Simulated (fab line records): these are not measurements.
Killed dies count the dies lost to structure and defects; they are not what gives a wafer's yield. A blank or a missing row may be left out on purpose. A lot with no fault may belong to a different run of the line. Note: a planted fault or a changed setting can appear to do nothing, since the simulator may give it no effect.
One fault through the eyes of 3 desks + flow n5_finfet + every desk sees just its own numbers, and what lay behind them comes last

== TOOL OWNER'S DESK, rie_diel-01 ==
The tool's own readings at N5_MIM_BOT_ETCH_ETCH_04 (etches SiNx in CF4/O2, target depth 26 nm, time 13 s): means of the sampled wafers that have a number, for each lot that ran on this tool. If a lot's mean is further than 4 standard deviations from the usual mean, the lot is out of limits and carries the mark OUT (the distance appears in the brackets). 7 of its 8 readings are shown: the first one out of limits and those lying furthest out on some lot.
Columns: A = O2_flow_sccm at N5_MIM_BOT_ETCH_ETCH_04, usual 10.00 sccm; B = oes_f_703_au at N5_MIM_BOT_ETCH_ETCH_04, usual 0.78 a.u.; C = oes_product_au at N5_MIM_BOT_ETCH_ETCH_04, usual 0.78 a.u.; D = rf_fwd_power_W at N5_MIM_BOT_ETCH_ETCH_04, usual 531.8 W; E = rf_vpp_V at N5_MIM_BOT_ETCH_ETCH_04, usual 240 V; F = showerhead_plenum_p_Torr at N5_MIM_BOT_ETCH_ETCH_04, usual 2.19 Torr; G = throttle_valve_pct at N5_MIM_BOT_ETCH_ETCH_04, usual 16.07 %
| lot  | first seen here | A     | B    | C    | D               | E   | F    | G     |
|------|-----------------|-------|------|------|-----------------|-----|------|-------|
| L251 | day 12 12:22    | 10.01 | 0.80 | 0.81 | 530.4           | 240 | 2.15 | 15.96 |
| L253 | day 12 15:16    | 9.98  | 0.81 | 0.81 | 532.6           | 241 | 2.15 | 15.97 |
| L259 | day 14 12:24    | 9.94  | 0.75 | 0.74 | 532.0           | 241 | 2.14 | 16.12 |
| L263 | day 15 12:16    | 10.01 | 0.73 | 0.73 | 531.3           | 240 | 2.13 | 16.08 |
| L265 | day 15 22:08    | 9.97  | 0.83 | 0.80 | 574.3 (+25) OUT | 231 | 2.14 | 16.02 |
| L264 | day 15 22:16    | 9.97  | 0.79 | 0.76 | 575.2 (+26) OUT | 232 | 2.13 | 16.11 |
This desk's finding: out of limits on L264, L265; first on L265, day 15 22:08 (rf_fwd_power_W at N5_MIM_BOT_ETCH_ETCH_04). L251, L253, L259, L263 stayed within limits.

== THE DEFECT DESK ==
What the inspections along the route counted, lot by lot: means of the sampled wafers that have a number. If a lot's mean is further than 4 standard deviations from the usual mean, the lot is out of limits and carries the mark OUT (the distance appears in the brackets).
Columns: A = raw_defect_count at N5_MIM_TOP_LITHO_INSPECT_12, usual 2.0
| lot  | first seen here | A   |
|------|-----------------|-----|
| L252 | day 12 10:13    | 1.7 |
| L251 | day 12 11:23    | 2.3 |
| L253 | day 12 14:13    | 1.3 |
| L256 | day 12 23:25    | 2.7 |
| L255 | day 13 03:11    | 3.7 |
| L259 | day 14 11:22    | 3.0 |
| L260 | day 14 20:22    | 1.5 |
| L263 | day 15 11:17    | 2.0 |
| L265 | day 15 21:17    | 1.7 |
| L264 | day 15 21:20    | 1.0 |
| L267 | day 16 05:46    | 1.0 |
Finding of this desk: none of the 11 lots has anything out of limits.

== FROM THE METROLOGY DESK ==
Means of the sampled wafers that have a number, per lot and without regard to the tool the lot ran on: this is what the gauges read. If a lot's mean is further than 4 standard deviations from the usual mean, the lot is out of limits and carries the mark OUT (the distance appears in the brackets).
Columns: A = cd_nm at N5_BEOL_M15_CD_MEAS_28, usual 407.2 nm
| lot  | first seen here | A     |
|------|-----------------|-------|
| L252 | day 11 22:16    | 405.2 |
| L251 | day 11 23:07    | 405.7 |
| L253 | day 12 06:25    | 408.5 |
| L256 | day 12 17:20    | 405.9 |
| L255 | day 12 20:49    | 408.6 |
| L259 | day 14 00:44    | 406.0 |
| L260 | day 14 10:07    | 407.4 |
| L263 | day 14 21:39    | 407.3 |
| L265 | day 15 12:47    | 407.1 |
| L264 | day 15 15:13    | 409.1 |
| L267 | day 15 23:29    | 405.7 |
Finding of this desk: none of the 11 lots has anything out of limits.

== ALL TOGETHER ==
The tool owner's desk had the chance to raise an alarm at day 15 22:08 on L264, L265.
Nothing out of limits was seen by the defect desk.
Nothing out of limits was seen by the metrology desk.
The defect desk has L264, L265 on record, within its limits.
The metrology desk holds a record of L264, L265, inside its limits.
Every lot named ran N5_MIM_BOT_ETCH_ETCH_04 on rie_diel-01.

== WHAT WAS PUT IN BY THE SIMULATOR ==
rie_diel-01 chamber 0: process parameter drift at N5_MIM_BOT_ETCH_ETCH_04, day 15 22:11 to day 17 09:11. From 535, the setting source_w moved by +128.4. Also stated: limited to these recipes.
Lots struck among those shown: L264, L265.
